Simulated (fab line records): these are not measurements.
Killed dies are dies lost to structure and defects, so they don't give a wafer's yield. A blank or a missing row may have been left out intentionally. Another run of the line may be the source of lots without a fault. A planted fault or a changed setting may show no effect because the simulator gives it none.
Which tool did it?    flow nandHarc    Sampling: 12 lots, 36 wafers, 7 of 1159 route steps

WHAT THE GAUGES READ, wafer by wafer
NHARC_A_ZERO_WELL_INSPECT_17. Usual: rawDefectCount reads 11 (standard deviation 5.8).
lot   measured      on                rawDefectCount  flag
L703  day 7 05:15   defectInspect-02  5 12 4          
L704  day 7 06:23   defectInspect-02  10 15 7         
L705  day 7 06:47   defectInspect-01  14 5 7          
L707  day 7 23:35   defectInspect-01  10 8 10         
L708  day 8 02:42   defectInspect-02  27 21 27        
L709  day 8 02:44   defectInspect-02  3 7 6           
L712  day 8 17:58   defectInspect-02  10 7 7          
L713  day 9 10:56   defectInspect-01  18 14 12        
L714  day 9 21:21   defectInspect-02  21 13 20        
L716  day 10 15:13  defectInspect-01  11 33 1075      OFF
L723  day 12 00:08  defectInspect-02  8 20 25         
L724  day 12 02:14  defectInspect-01  8 9 7           

NHARC_A_SOURCE_PLATE_INSPECT_08. Usual: rawDefectCount reads 63 (standard deviation 26).
lot   measured      on                rawDefectCount  flag
L703  day 8 04:07   defectInspect-02  28 32 25        
L704  day 8 04:07   defectInspect-02  22 32 29        
L705  day 8 04:07   defectInspect-02  128 58 65       
L707  day 8 19:47   defectInspect-02  48 54 56        
L708  day 8 23:17   defectInspect-02  79 67 74        
L709  day 8 23:19   defectInspect-02  69 99 115       
L712  day 9 15:13   defectInspect-01  82 50 42        
L713  day 10 08:34  defectInspect-01  90 57 96        
L714  day 10 18:04  defectInspect-02  88 32 51        
L716  day 11 12:03  defectInspect-01  66 64 1187      OFF
L723  day 12 21:02  defectInspect-02  131 59 150      
L724  day 12 21:01  defectInspect-01  55 49 86        

NHARC_A_ONON_D1_THK_MEAS_02: measures by ellipsometry. Usual: thkNm reads 999 nm (standard deviation 8).
lot   measured      on            thkNm (nm)      flag
L703  day 8 04:42   filmMetro-02  1008 1011 1007  
L704  day 8 04:42   filmMetro-01  1005 1006 1005  
L705  day 8 04:41   filmMetro-01  1003 1003 1005  
L707  day 8 20:21   filmMetro-02  1001 1002 1002  
L708  day 8 23:52   filmMetro-02  992 991 994     
L709  day 8 23:53   filmMetro-01  976 977 978     
L712  day 9 15:48   filmMetro-01  1005 1004 1005  
L713  day 10 09:09  filmMetro-02  996 993 995     
L714  day 10 18:39  filmMetro-02  1005 1004 1005  
L716  day 11 12:38  filmMetro-01  998 997 998     
L723  day 12 21:37  filmMetro-02  999 998 999     
L724  day 12 21:35  filmMetro-02  995 996 996     

NHARC_END_SORT_01. Usual: killedAtArray 25, standard deviation 10; killedAtOther 0.6, standard deviation 0.91; killedAtPeriphery 3.6, standard deviation 2.9; killedDies 29, standard deviation 10; killedOpen 3.3, standard deviation 2; killedShort 1.9, standard deviation 1.5.
lot   measured      on         killedAtArray  killedAtOther  killedAtPeriphery  killedDies  killedOpen  killedShort  flag
L716  day 23 05:12  prober-02  55 49 140      0 0 0          3 0 0              58 49 140   7 2 1       0 1 1        OFF

WHAT TOOL EACH LOT RAN ON (gives the tool, then ch and the chambers of the sampled wafers, and finally the start)
lot   NHARC_P_BONDPAD_DEGAS_25     NHARC_A_ZERO_WELL_STRIP_14          NHARC_A_ZERO_WELL_RTA_16
L703  pvdSputter-01, day 7 00:33   wetBench-05 ch 0,3,7, day 7 04:15   rtpAnneal-01 ch 0, day 7 05:05
L704  pvdSputter-01, day 7 01:50   wetBench-02 ch 0,2,4, day 7 05:25   rtpAnneal-01 ch 0, day 7 06:13
L705  pvdSputter-01, day 7 02:19   wetBench-05 ch 1,3,7, day 7 05:49   rtpAnneal-01 ch 0, day 7 06:39
L707  pvdSputter-02, day 7 19:01   wetBench-01 ch 5,6,7, day 7 22:37   rtpAnneal-02 ch 0, day 7 23:25
L708  pvdSputter-02, day 7 21:58   wetBench-05 ch 1,3,7, day 8 01:35   rtpAnneal-02 ch 0, day 8 02:32
L709  pvdSputter-02, day 7 22:10   wetBench-05 ch 1,4,5, day 8 01:45   rtpAnneal-01 ch 0, day 8 02:32
L712  pvdSputter-02, day 8 13:04   wetBench-05 ch 0,1,3, day 8 17:01   rtpAnneal-01 ch 0, day 8 17:47
L713  pvdSputter-03, day 9 06:25   wetBench-02 ch 3,6,7, day 9 09:58   rtpAnneal-02 ch 0, day 9 10:44
L714  pvdSputter-03, day 9 16:55   wetBench-05 ch 2,4,6, day 9 20:25   rtpAnneal-02 ch 0, day 9 21:09
L716  pvdSputter-03, day 10 10:58  wetBench-02 ch 4,5,6, day 10 14:16  rtpAnneal-02 ch 0, day 10 15:03
L723  pvdSputter-02, day 11 19:41  wetBench-01 ch 2,4,6, day 11 23:05  rtpAnneal-01 ch 0, day 11 23:56
L724  pvdSputter-01, day 11 21:44  wetBench-05 ch 4,5,6, day 12 01:15  rtpAnneal-01 ch 0, day 12 02:04
- NHARC_P_BONDPAD_DEGAS_25: time 60 s.
- NHARC_A_ZERO_WELL_STRIP_14: strips in SPM, time 900 s.
- NHARC_A_ZERO_WELL_RTA_16: time 10 s.

WHAT THE TOOLS THEMSELVES READ (means of the sampled wafers that have a number; where no wafer has one, the mark that the record gives instead)
NHARC_P_BONDPAD_DEGAS_25. Usual: heaterPowerW reads 477 W (standard deviation 55).
lot   tool           heaterPowerW (W)  flag
L703  pvdSputter-01  530               
L704  pvdSputter-01  486               
L705  pvdSputter-01  564               
L707  pvdSputter-02  501               
L708  pvdSputter-02  460               
L709  pvdSputter-02  462               
L712  pvdSputter-02  501               
L713  pvdSputter-03  471               
L714  pvdSputter-03  469               
L716  pvdSputter-03  455               
L723  pvdSputter-02  447               
L724  pvdSputter-01  490               

NHARC_A_ZERO_WELL_STRIP_14. Usual: tempC reads 130.00 C (standard deviation 0.14).
lot   tool         tempC (C)  flag
L703  wetBench-05  130.09     
L704  wetBench-02  130.00     
L705  wetBench-05  130.09     
L707  wetBench-01  130.00     
L708  wetBench-05  129.94     
L709  wetBench-05  129.99     
L712  wetBench-05  130.15     
L713  wetBench-02  129.89     
L714  wetBench-05  129.94     
L716  wetBench-02  130.03     
L723  wetBench-01  129.99     
L724  wetBench-05  130.05     

NHARC_A_ZERO_WELL_RTA_16. Usual: lampPowerPct 30.49 %, standard deviation 0.1; wafer_temp_C_max 1004.4, standard deviation 1.3.
lot   tool          lampPowerPct (%)  wafer_temp_C_max  flag
L703  rtpAnneal-01  30.58             1005.9            
L704  rtpAnneal-01  30.59             1006.1            
L705  rtpAnneal-01  30.61             1006.1            
L707  rtpAnneal-02  30.42             1004.1            
L708  rtpAnneal-02  30.40             1003.5            
L709  rtpAnneal-01  30.55             1005.3            
L712  rtpAnneal-01  30.57             1005.1            
L713  rtpAnneal-02  30.41             1002.8            
L714  rtpAnneal-02  30.39             1003.3            
L716  rtpAnneal-02  30.37             1003.5            
L723  rtpAnneal-01  30.54             1005.2            
L724  rtpAnneal-01  30.56             1005.6            

THE ANSWER, worked out from the rows above alone
Rule: lot off if the mean of its wafers having a number is beyond 3 standard deviations from the usual mean. A lot without any number at a reading at which 4 lots or more have one is off too. Where the step has rows for the other lots, those lots are counted as sound. The gauges are gone through in route order, then the tools' own readings, and for those a lot's mean is taken as printed above. At the first step where some lot is off, the reading lying furthest off is the one used; lots without a number count as furthest.
Off: L716 (NHARC_A_ZERO_WELL_INSPECT_17, rawDefectCount).
A tool fits if, at a process step before that reading, it ran every lot that is off, and no sound lot after the first of them. The gauges at NHARC_A_ZERO_WELL_INSPECT_17 aren't tried: what is off there is off at NHARC_END_SORT_01 too, on other tools, and a gauge's error can't cause that. Can't be told from this: 3 tools fit, pvdSputter-03 at NHARC_P_BONDPAD_DEGAS_25, wetBench-02 at NHARC_A_ZERO_WELL_STRIP_14, rtpAnneal-02 at NHARC_A_ZERO_WELL_RTA_16.

WHAT THE SIMULATOR PUT IN
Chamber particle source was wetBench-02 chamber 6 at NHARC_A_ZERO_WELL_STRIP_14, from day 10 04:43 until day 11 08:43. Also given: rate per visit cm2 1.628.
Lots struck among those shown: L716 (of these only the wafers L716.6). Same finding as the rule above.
